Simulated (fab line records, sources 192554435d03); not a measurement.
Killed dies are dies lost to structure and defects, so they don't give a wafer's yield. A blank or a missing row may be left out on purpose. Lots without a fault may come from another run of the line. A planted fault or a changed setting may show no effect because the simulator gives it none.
Split-lot experiment | flow n5_finfet | 7 lots, 21 wafers read, on a route of 1938 steps

THE SPLIT
At N5_BEOL_M3_TRENCH_ETCH_37 (etches SiOC in C4F6/O2, target depth 55.555 nm, time 29.2 s), the setting time_s was moved away from the recipe's 29.2 s on 8 of the 21 wafers read, by -6.0% to +20.8%. The other wafers ran this setting at the recipe's value.

FROM THE SPLIT TO THE READING: what the file shows between them, 2 steps
- N5_BEOL_M3_ETCH_41: etches SiCN in CH3F/O2, target depth 29.9 nm, time 52.5 s
- N5_BEOL_M3_STRIP_97: strips in N2/H2, time 10 s

THE READING
trench_depth_nm, in nm, at N5_BEOL_M3_OCD_MEAS_38. Fault-free wafers of this fab line usually give 55.4 nm, standard deviation 1 nm.

wafer  | tool, chamber at the split | time_s as run, s | against the recipe | trench_depth_nm, nm | against lot-mates on the recipe
L076.2 | rie_diel-02, 1             | 29.2             | recipe             | 56.1                | -
L076.4 | rie_diel-02, 0             | 29.2             | recipe             | 55.6                | -
L076.6 | rie_diel-02, 3             | 29.2             | recipe             | 53.8                | -
L082.1 | rie_diel-01, 1             | 31               | +6.2%              | 59.1                | +4.6
L082.2 | rie_diel-01, 0             | 31               | +6.2%              | 60.1                | +5.6
L082.4 | rie_diel-01, 3             | 29.2             | recipe             | 54.5                | -
L085.2 | rie_diel-01, 1             | 35.27            | +20.8%             | 65.7                | +10.1
L085.3 | rie_diel-01, 0             | 35.27            | +20.8%             | 67.6                | +12.0
L085.5 | rie_diel-01, 0             | 29.2             | recipe             | 55.6                | -
L090.1 | rie_diel-02, 2             | 33.08            | +13.3%             | 60.9                | +4.3
L090.2 | rie_diel-02, 0             | 29.2             | recipe             | 56.6                | -
L090.6 | rie_diel-02, 3             | 33.08            | +13.3%             | 60.0                | +3.4
L091.1 | rie_diel-02, 2             | 29.2             | recipe             | 53.5                | -
L091.4 | rie_diel-02, 0             | 27.45            | -6.0%              | 53.6                | +0.1
L091.5 | rie_diel-02, 2             | 27.45            | -6.0%              | 50.9                | -2.6
L095.4 | rie_diel-06, 1             | 29.2             | recipe             | 56.8                | -
L095.5 | rie_diel-06, 2             | 29.2             | recipe             | 56.0                | -
L095.6 | rie_diel-06, 1             | 29.2             | recipe             | 55.8                | -
L096.3 | rie_diel-01, 3             | 29.2             | recipe             | 54.1                | -
L096.5 | rie_diel-01, 3             | 29.2             | recipe             | 54.4                | -
L096.6 | rie_diel-01, 0             | 29.2             | recipe             | 55.8                | -

THE FIT
A straight line over all 21 wafers: trench_depth_nm changes by +0.511 nm for each +1% of time_s; r = +0.95; the points scatter about the line by 1.2 nm.
The same after taking each lot's own level away (the mean of its wafers on the recipe; 21 wafers): +0.453 nm for each +1%; r = +0.93; scatter 1.4 nm.
On that fit, the largest move of time_s shifts the reading by 9.4 nm.
The lots' own levels span 53.50 to 56.60 nm, that is 3.1 times the standard deviation above.
So the lot-to-lot level changes the slope: the two fits differ.
Check: with one of the wafers moved furthest among these (+20.8%) left out of the fit, the line predicts +9.55 nm for it against its lot-mates. It came out at +10.1 nm against them.

OTHER SPLITS ON THESE WAFERS
These wafers also went through other splits before the reading. Each is held against what the fit with the lots' levels taken away leaves over:
other split on the same wafers   | wafers away from the commonest value | r with trench_depth_nm (lot level and that fit taken away)
N5_BEOL_M2_TRENCH_ETCH_37 time_s | 8                                    | -0.16
N5_BEOL_M3_ILD_DEP_00 time_s     | 10                                   | -0.22
N5_BEOL_M3_COAT_05 spin_rpm      | 9                                    | +0.00

THE WHOLE CHAIN: every reading that the file lists as answering this split, in the file's order
step                      | what it does                                                | reading                                                                   | change (the file's fit)               | r (the file's)
N5_BEOL_M3_TRENCH_ETCH_37 | etches SiOC in C4F6/O2, target depth 55.555 nm, time 29.2 s | etch.depth_nm (the simulator's own value, which no gauge read)            | +0.469 nm for each +1% of the setting | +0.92
N5_BEOL_M3_TRENCH_ETCH_37 | etches SiOC in C4F6/O2, target depth 55.555 nm, time 29.2 s | BEOL_M3.feature_depth_nm (the simulator's own value, which no gauge read) | +0.468 nm for each +1% of the setting | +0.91
N5_BEOL_M3_OCD_MEAS_38    |                                                             | trench_depth_nm                                                           | +0.468 nm for each +1% of the setting | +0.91

THE FILE'S OWN FIT
trench_depth_nm changes by +0.468 nm for each +1% of time_s, r = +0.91.
